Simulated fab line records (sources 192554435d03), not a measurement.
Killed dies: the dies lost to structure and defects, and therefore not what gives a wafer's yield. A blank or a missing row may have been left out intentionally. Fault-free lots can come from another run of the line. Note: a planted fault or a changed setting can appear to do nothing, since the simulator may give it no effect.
Chamber matching -- flow n5Finfet -- N5_DUMMY_GATE_STRIP_41 on rieDiel-04: 4 sister chambers
The step strips in O2. 16 wafers are shown with their chamber, then 8 later ones without.

## WAFERS PAIRED WITH THEIR CHAMBERS
wafer,chamber,showerheadPlenumPTorr (Torr),throttleValvePct (%),oesProductAu (a.u.)
L077.1,0,2.11,16.42,0.77
L077.4,3,2.16,16.66,0.77
L077.6,2,2.01,16.67,0.73
L078.2,2,2.01,16.67,0.73
L078.4,1,2.16,16.87,0.78
L078.6,0,2.11,16.43,0.77
L081.1,2,2.01,16.68,0.73
L081.2,3,2.16,16.70,0.78
L081.6,0,2.11,16.42,0.77
L082.1,3,2.16,16.69,0.77
L082.4,1,2.16,16.86,0.78
L082.5,2,2.01,16.69,0.73
L084.2,0,2.11,16.43,0.76
L084.5,0,2.11,16.44,0.76
L084.6,1,2.16,16.87,0.76
L085.2,2,2.00,16.71,0.72

SIGNATURES (means of the wafers above)
reading,chamber 0,chamber 1,chamber 2,chamber 3,scatter within a chamber
showerheadPlenumPTorr,2.1100,2.1600,2.0080,2.1600,0.00258
throttleValvePct,16.4280,16.8667,16.6840,16.6833,0.0139
oesProductAu,0.7660,0.7733,0.7280,0.7733,0.00667
Rule: distance of a wafer from a chamber = root of the sum over the readings of ((wafer's reading minus chamber's mean) / reading's scatter) squared. The wafer belongs to the nearest chamber; if the next one is less than 2 further off, it can't be placed. The scatter: take each reading less its chamber's mean, square it, sum over the shown wafers, divide by the number of wafers less the number of chambers, and take the root.

## WAFERS WITHOUT THEIR CHAMBER
wafer,showerheadPlenumPTorr (Torr),throttleValvePct (%),oesProductAu (a.u.)
L085.5,2.16,16.87,0.76
L085.6,2.11,16.44,0.77
L086.1,2.16,16.70,0.76
L086.3,2.16,16.86,0.77
L086.5,2.16,16.88,0.77
L090.3,2.10,16.45,0.75
L090.4,2.16,16.70,0.75
L090.6,2.16,16.71,0.76

## EACH ONE'S CHAMBER
wafer,from the rows above,in truth
L085.5,1,1
L085.6,0,0
L086.1,3,3
L086.3,1,1
L086.5,1,1
L090.3,0,0
L090.4,3,3
L090.6,3,3
8 of 8 placed correctly. From these rows, 0 cannot be placed. Number placed wrongly: 0.
